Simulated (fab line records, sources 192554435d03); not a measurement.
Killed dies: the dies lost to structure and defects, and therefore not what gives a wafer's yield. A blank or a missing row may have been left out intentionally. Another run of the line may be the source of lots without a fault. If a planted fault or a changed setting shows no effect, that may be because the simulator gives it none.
2 desks, one fault + flow n5Finfet + each desk holds nothing but its own numbers, with what lay behind them at the end

== AT THE TOOL OWNER'S DESK: rieDiel-01 ==
The tool's own readings at N5_BEOL_M15_ETCH_61 (etches BARC in N2/H2, target depth 89 nm, overetch 26.7 nm, time 67.9 s): means of the sampled wafers that have a number, for each lot that ran on this tool. A lot is out of limits, marked OUT, if its mean lies more than 4 standard deviations from the usual mean; the brackets give that distance.
Columns: A = drypumpMotorCurrentA at N5_BEOL_M15_ETCH_61, usual 5.6 A; B = oesProductAu at N5_BEOL_M15_ETCH_61, usual 0.66 a.u.; C = rfVppV at N5_BEOL_M15_ETCH_61, usual 524.2 V; D = runLengthS at N5_BEOL_M15_ETCH_61, usual 91.1 s; E = showerheadPlenumPTorr at N5_BEOL_M15_ETCH_61, usual 2.55 Torr; F = throttleValvePct at N5_BEOL_M15_ETCH_61, usual 17.96 %
| lot  | first seen here | A   | B    | C     | D               | E    | F     |
|------|-----------------|-----|------|-------|-----------------|------|-------|
| L527 | day 11 15:01    | 5.1 | 0.62 | 524.3 | 91.0            | 2.55 | 18.14 |
| L528 | day 11 18:43    | 5.3 | 0.62 | 523.4 | 90.9            | 2.51 | 18.10 |
| L536 | day 15 21:05    | 5.0 | 0.72 | 524.3 | 91.1            | 2.57 | 17.86 |
| L535 | day 18 13:10    | 5.1 | 0.61 | 526.0 | 104.8 (+42) OUT | 2.59 | 17.89 |
This desk's finding: out of limits on L535; first on L535, day 18 13:10 (runLengthS at N5_BEOL_M15_ETCH_61). L527, L528, L536: within limits.

== AT THE METROLOGY DESK ==
What the gauges read for every lot (on any tool): the sampled wafers with a number, averaged. A lot is out of limits, marked OUT, if its mean lies more than 4 standard deviations from the usual mean; the brackets give that distance.
Columns: A = M15_ILD_THK at N5_BEOL_M15_THK_MEAS_01, usual 1614 nm; B = V14_OVL at N5_BEOL_M15_OVL_MEAS_11, usual 0 nm; C = M15_OVL at N5_BEOL_M15_OVL_MEAS_29, usual 1 nm
| lot  | first seen here | A    | B  | C  |
|------|-----------------|------|----|----|
| L522 | day 10 14:54    | 1600 | -1 | 7  |
| L523 | day 10 23:21    | 1613 | -4 | -2 |
| L525 | day 11 03:45    | 1629 | 2  | 1  |
| L526 | day 11 08:01    | 1612 | -6 | -0 |
| L527 | day 11 12:44    | 1603 | -2 | 6  |
| L528 | day 11 15:11    | 1587 | -1 | -4 |
| L531 | day 12 07:15    | 1625 | 0  | 2  |
| L532 | day 12 10:52    | 1589 | 3  | -5 |
| L536 | day 15 19:12    | 1615 | -3 | 0  |
| L533 | day 16 21:47    | 1629 | -3 | 2  |
| L535 | day 18 09:02    | 1606 | -4 | 4  |
| L545 | day 18 14:25    | 1619 | -5 | 3  |
This desk's verdict: no lot among the 12 shows anything out of limits.

== PUT TOGETHER ==
An alarm could have come from the tool owner's desk at day 18 13:10, on L535.
The metrology desk saw nothing out of limits.
The metrology desk holds a record of L535, inside its limits.
Every lot named ran N5_BEOL_M15_ETCH_61 on rieDiel-01.

== WHAT THE SIMULATOR HAD PUT IN ==
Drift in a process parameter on rieDiel-01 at N5_BEOL_M15_ETCH_61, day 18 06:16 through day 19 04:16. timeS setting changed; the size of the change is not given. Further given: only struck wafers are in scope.
Shown lots that were struck: L535.
How many hours passed from the start of the fault until each desk's first out-of-limits reading: the tool owner's desk, 7.
